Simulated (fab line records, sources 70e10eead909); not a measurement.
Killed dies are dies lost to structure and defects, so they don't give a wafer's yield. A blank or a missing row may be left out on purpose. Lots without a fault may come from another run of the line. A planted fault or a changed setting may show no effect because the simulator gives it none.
Chamber matching | flow nand_harc | NHARC_A_BLC_ALD_23 on ald_metal-02: 4 sister chambers
The step deposits TiN, target thk 3 nm, pulse time 1 s, ald cycles 150. 8 wafers are shown with their chamber, then 12 later ones without.

WAFERS WITH THEIR CHAMBER
wafer  | chamber | heater_power_w (W) | precursor_pulse_height_rel
L089.1 | 1       | 1002               | 0.987
L089.2 | 0       | 1086               | 0.973
L089.5 | 0       | 1082               | 0.986
L090.3 | 1       | 1006               | 0.968
L090.6 | 3       | 1110               | 0.985
L094.1 | 3       | 1144               | 0.989
L094.4 | 2       | 1075               | 1.017
L094.6 | 2       | 1111               | 0.998

WAFERS WITHOUT THEIR CHAMBER
wafer  | heater_power_w (W) | precursor_pulse_height_rel
L092.2 | 1096               | 1.001
L092.3 | 1010               | 1.000
L092.5 | 986                | 1.009
L093.4 | 1016               | 1.003
L093.5 | 1094               | 1.031
L093.6 | 1008               | 1.001
L096.1 | 1145               | 0.991
L096.2 | 1035               | 1.004
L096.4 | 1149               | 0.988
L096.3 | 1113               | 1.015
L096.5 | 1129               | 1.027
L096.6 | 1034               | 0.989

WHICH CHAMBER EACH WENT THROUGH
wafer  | from the rows above          | in truth
L092.2 | can't be placed: 2 or 0 or 3 | 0
L092.3 | 1                            | 1
L092.5 | 1                            | 1
L093.4 | can't be placed: 1 or 2 or 0 | 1
L093.5 | 2                            | 2
L093.6 | 1                            | 1
L096.1 | 3                            | 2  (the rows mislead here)
L096.2 | can't be placed: 1 or 2 or 0 | 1
L096.4 | 3                            | 3
L096.3 | can't be placed: 2 or 3      | 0
L096.5 | can't be placed: 2 or 3      | 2
L096.6 | can't be placed: 1 or 0 or 2 | 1
Placed correctly: 5 of 12. Can't be placed from these rows: 6 (the true chamber is among the candidates in 5). Placed wrongly: 1.
How it was worked out, from the rows above alone: a wafer's distance from a chamber is the root of the sum, over the readings, of the square of ((its reading less the chamber's mean) divided by the reading's scatter). The wafer belongs to the nearest chamber; if the next one is less than 2 further off, it can't be placed. A chamber's mean is the mean of its shown wafers. The scatter: the root of (the sum of the squares of (reading less its chamber's mean) over the shown wafers, divided by (wafers less chambers)).
